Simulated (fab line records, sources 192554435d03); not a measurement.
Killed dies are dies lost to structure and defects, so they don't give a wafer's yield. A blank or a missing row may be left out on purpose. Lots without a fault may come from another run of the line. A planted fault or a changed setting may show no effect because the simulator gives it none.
A struck lot beside a sound one | flow n5_finfet | 24 steps out of a route of 1938
Sound: wafers L763.3, L763.4, L763.6. Struck: wafers L754.3, L754.5, L754.6. The cause comes at the end.
At each step with rows: each side's tool, then ch and its chambers, then its first start. Under that, the readings that differ: sound wafers | struck wafers | difference of the means | sigmas: that difference in standard deviations of wafers without a fault.
alike: readings whose means differ by less than 2 such deviations, and words and numbers that are the same on both sides. not compared: withheld readings, readings that some wafer has no value for, bounds like >300 that may hide the same value, and numbers for which the record gives no deviation and whose values overlap.
The two part at a step that has a row with sigmas, a row that says differs or no value, or rows on one side only. Numbers that don't overlap but have no deviation are shown without sigmas and don't part them. A reading that every wafer of one side lacks parts them only if that side has two wafers or more.

first, 12 steps without rows for these wafers: N5_FIN_SAQP_DESCUM_21 (chemistry O2, time 7.9 s); N5_FIN_SAQP_ETCH_51 (etches SiARC in CF4, target depth 45.5 nm, time 75.8 s); N5_FIN_SAQP_ETCH_52 (etches SOC in N2/H2, target depth 100 nm, overetch 20 nm, time 150 s); N5_FIN_SAQP_STRIP_53 (strips in N2/H2); N5_FIN_SAQP_HM_OPEN_73 (chemistry CHF3/O2, target SiO2, stops on a-Si, target depth 12 nm, time 16.8 s); N5_FIN_SAQP_STRIP_74 (strips in CHF3/O2); N5_FIN_SAQP_MANDREL_ETCH_22 (etches a-Si in HBr/Cl2, stops on SiNx, target depth 60 nm, bt time 10 s, time 30 s); N5_FIN_SAQP_STRIP_55 (strips in N2/H2); N5_FIN_SAQP_STRIP_23 (strips in SPM, time 750 s); N5_FIN_SAQP_SRD_66 (time 30 s); N5_FIN_SAQP_RECESS_75 (chemistry HF/NH3, target SiO2, target depth 14.4 nm, afs cycles 3, sublimation time 60 s); N5_FIN_SAQP_SPACER1_ALD_24 (deposits SiO2, target thk 20.3 nm, pulse time 1 s, purge time 2 s).
N5_FIN_SAQP_SPACER1_ETCHBACK_25: etches SiO2 in CHF3/O2, target depth 24.4 nm, time 12.2 s.
  sound on rie_diel-03 ch 1,2, day 6 11:07; struck on rie_diel-04 ch 0,1, day 4 05:50
  no value came back on the struck wafers for any of 7 readings (CHF3_flow_sccm (sccm), O2_flow_sccm (sccm) and others); on the sound wafers CHF3_flow_sccm (sccm) reads 50.20 49.91 50.24
  reading                                           | sound | struck         | difference | sigmas
  model.SiO2_of_FIN_SAQP_SPACER1_ALD_24.thk_nm (nm) | 0 0 0 | 20.4 20.2 20.4 | +20.3      |
  not compared: rf_hours_counter_h
N5_FIN_SAQP_MANDREL1_REMOVE_56: chemistry HBr/Cl2/O2, target a-Si, stops on SiNx, bt time 10 s.
  sound on rie_si-03 ch 1,2,3, day 6 11:13; struck on rie_si-01 ch 0,1, day 4 05:56
  reading               | sound             | struck            | difference | sigmas
  oes_product_au (a.u.) | 0.987 1.024 1.017 | 0.380 0.385 0.379 | -0.628     | -45
  alike: drypump_motor_current_A, mfc_cl2_sccm, throttle_valve_pct
  not compared: rf_hours_counter_h
N5_FIN_SAQP_CD_MEAS_27: target cd 20 nm.
  sound on cd_sem-01 ch 0, day 6 11:19; struck on cd_sem-02 ch 0, day 4 06:02
  reading    | sound             | struck | difference                    | sigmas
  cd_nm (nm) | 20.82 20.57 20.50 | - - -  | no value on the struck wafers |
N5_FIN_SAQP_ETCH_57: etches SiNx in CH3F/O2, target depth 32.5 nm, time 46.4 s.
  sound on rie_diel-03 ch 0,1,2, day 6 11:23; struck on rie_diel-04 ch 1,2,3, day 4 06:05
  reading               | sound          | struck            | difference | sigmas
  etch_rf_on_time_s (s) | 46.0 45.7 45.9 | 116.0 116.0 116.0 | +70.1      | +81
  oes_product_au (a.u.) | 0.66 0.70 0.67 | 0.34 0.28 0.27    | -0.38      | -7
  alike: CH3F_flow_sccm, drypump_motor_current_A, rf_vpp_V, showerhead_plenum_p_Torr, throttle_valve_pct
  not compared: rf_hours_counter_h
then, 1 step without rows for these wafers: N5_FIN_SAQP_ETCH_65 (etches SiO2 in CF4, target depth 4 nm, time 4.4 s).
N5_FIN_SAQP_MANDREL_ETCH_58: etches a-Si in HBr/Cl2, stops on SiNx, target depth 45 nm, bt time 10 s, time 27 s.
  sound on rie_si-01 ch 1,3, day 6 11:31; struck on rie_si-03 ch 1,2, day 4 06:14
  reading                | sound             | struck            | difference | sigmas
  oes_product_au (a.u.)  | 0.707 0.707 0.707 | 0.321 0.321 0.322 | -0.386     | -35
  throttle_valve_pct (%) | 35.31 35.58 35.29 | 36.09 35.91 36.08 | +0.63      | +3
  alike: drypump_motor_current_A, mfc_cl2_sccm
  not compared: rf_hours_counter_h
then, 2 steps without rows for these wafers: N5_FIN_SAQP_RECESS_63 (chemistry HF/NH3, target SiO2, target depth 18 nm, afs cycles 3, sublimation time 60 s); N5_FIN_SAQP_COAT_68 (time 60 s, resist thk 100 nm).
N5_FIN_SAQP_ETCH_69: etches SOC in N2/H2, stops on SiNx, target depth 150 nm.
  sound on rie_diel-04 ch 1,3, day 6 12:03; struck on rie_diel-01 ch 0,1,3, day 4 06:47
  reading               | sound          | struck         | difference | sigmas
  oes_product_au (a.u.) | 0.72 0.87 0.72 | 0.35 0.28 0.29 | -0.46      | -7
  alike: drypump_motor_current_A, rf_vpp_V, showerhead_plenum_p_Torr, throttle_valve_pct
  not compared: rf_hours_counter_h
N5_FIN_SAQP_ETCH_67: etches SiNx in CH3F/O2, target depth 30 nm.
  sound on rie_diel-04 ch 1,3, day 6 12:07; struck on rie_diel-01 ch 0,1,3, day 4 06:50
  reading               | sound          | struck         | difference | sigmas
  oes_product_au (a.u.) | 0.73 0.87 0.74 | 0.34 0.27 0.29 | -0.48      | -7
  alike: CH3F_flow_sccm, drypump_motor_current_A, rf_vpp_V, showerhead_plenum_p_Torr, throttle_valve_pct
  not compared: rf_hours_counter_h
N5_BEOL_M4_RC_MEAS_101:
  the record has rows for the sound wafers here (prober-02 ch 0, day 12 17:25) and none for the struck ones
-- the record jumps here: 11 days lie between the struck wafers' starts before and after (it left off in module BEOL_M4 and takes up again in module PASSIVATION, whose first step shown is number 1936 of the route) --
N5_PASSIVATION_PROBE_49:
  the record has rows for the struck wafers here (prober-02, day 14 20:47) and none for the sound ones

WHERE THEY PART
First at N5_FIN_SAQP_SPACER1_ETCHBACK_25; last, within this record, at N5_PASSIVATION_PROBE_49.

WHY: what the simulator had put in
Skipped step whole: rie_diel-04, from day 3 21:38 on, at N5_FIN_SAQP_SPACER1_ETCHBACK_25. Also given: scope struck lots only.
